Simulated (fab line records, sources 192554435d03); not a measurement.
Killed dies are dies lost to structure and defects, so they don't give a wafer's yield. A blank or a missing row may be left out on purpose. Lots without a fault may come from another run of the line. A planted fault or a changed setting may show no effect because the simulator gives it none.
Which tool did it? | flow n5_finfet | 12 lots, 36 wafers sampled, at 3 steps of a route of 1938

WHAT THE GAUGES READ, wafer by wafer
N5_MOL_CONTACT_COAG_CD_MEAS_84: target cd 25.1 nm.
lot  | measured     | on        | cd_nm (nm)
L075 | day 5 12:08  | cd_sem-02 | 25.32 24.81 25.16
L077 | day 5 22:09  | cd_sem-03 | 25.18 24.74 24.97
L079 | day 6 09:52  | cd_sem-01 | 25.49 25.44 25.13
L081 | day 7 04:44  | cd_sem-01 | 24.84 25.31 25.03
L083 | day 7 12:10  | cd_sem-01 | 24.96 25.16 25.59
L085 | day 8 05:07  | cd_sem-01 | 24.89 24.70 24.91
L087 | day 8 13:28  | cd_sem-03 | 25.23 24.83 25.33
L089 | day 8 22:25  | cd_sem-02 | 25.09 25.15 24.85
L091 | day 9 06:40  | cd_sem-01 | 25.09 25.03 24.81
L093 | day 9 20:13  | cd_sem-02 | 24.98 25.12 24.89
L095 | day 10 06:24 | cd_sem-03 | 24.92 25.16 25.58
L097 | day 10 17:26 | cd_sem-03 | 25.28 25.16 25.01

WHICH TOOL RAN EACH LOT (tool, then ch and the chambers of the sampled wafers, then the start)
lot  | N5_GATE_CUT_STRIP_42              | N5_GATE_CUT_CMP_61
L075 | rie_diel-06 ch 0,2,3, day 4 21:49 | cmp-04 ch 0,2,3, day 5 03:05
L077 | rie_diel-06 ch 0,2, day 5 07:18   | cmp-04 ch 0,2,3, day 5 10:11
L079 | rie_diel-01 ch 0,1,2, day 5 19:54 | cmp-01 ch 2,3, day 5 22:47
L081 | rie_diel-03 ch 1,3, day 6 10:31   | cmp-03 ch 0,2,3, day 6 14:07
L083 | rie_diel-01 ch 1,2, day 6 22:20   | cmp-03 ch 0,1,2, day 7 01:15
L085 | rie_diel-03 ch 1,3, day 7 13:04   | cmp-01 ch 0,1,2, day 7 17:09
L087 | rie_diel-01 ch 0,1,2, day 7 22:55 | cmp-01 ch 2,3, day 8 01:49
L089 | rie_diel-01 ch 2,3, day 8 07:04   | cmp-01 ch 0,2, day 8 10:13
L091 | rie_diel-01 ch 0,1,3, day 8 18:26 | cmp-01 ch 1,3, day 8 21:22
L093 | rie_diel-01 ch 0,3, day 9 04:50   | cmp-01 ch 0,1,3, day 9 08:13
L095 | rie_diel-03 ch 0,1,3, day 9 17:07 | cmp-01 ch 0,1,3, day 9 21:14
L097 | rie_diel-03 ch 0,2, day 10 04:48  | cmp-04 ch 2,3, day 10 07:41
- N5_GATE_CUT_STRIP_42: strips in O2.
- N5_GATE_CUT_CMP_61: polishes, stops on SiNx, t overpolish 3 s.

THE ANSWER, worked out from the rows above alone
Rule: what is usual is taken from the lots themselves. Put in order of their means at a reading, lots are off if they are a third of the lots or fewer, leave a main group of 4 or more, and stand apart from it by a gap of 3 or more times the standard deviation of the main group's means; of several such gaps the widest counts. A main group whose means are all the same, to the digits that the tables above print for the reading, isn't used. A lot without any number at a reading at which 4 lots or more have one is off too. The other lots that the step has rows for count as sound.
No lot is off at any reading shown: from this, nothing can be told.

WHAT THE SIMULATOR HAD PUT IN
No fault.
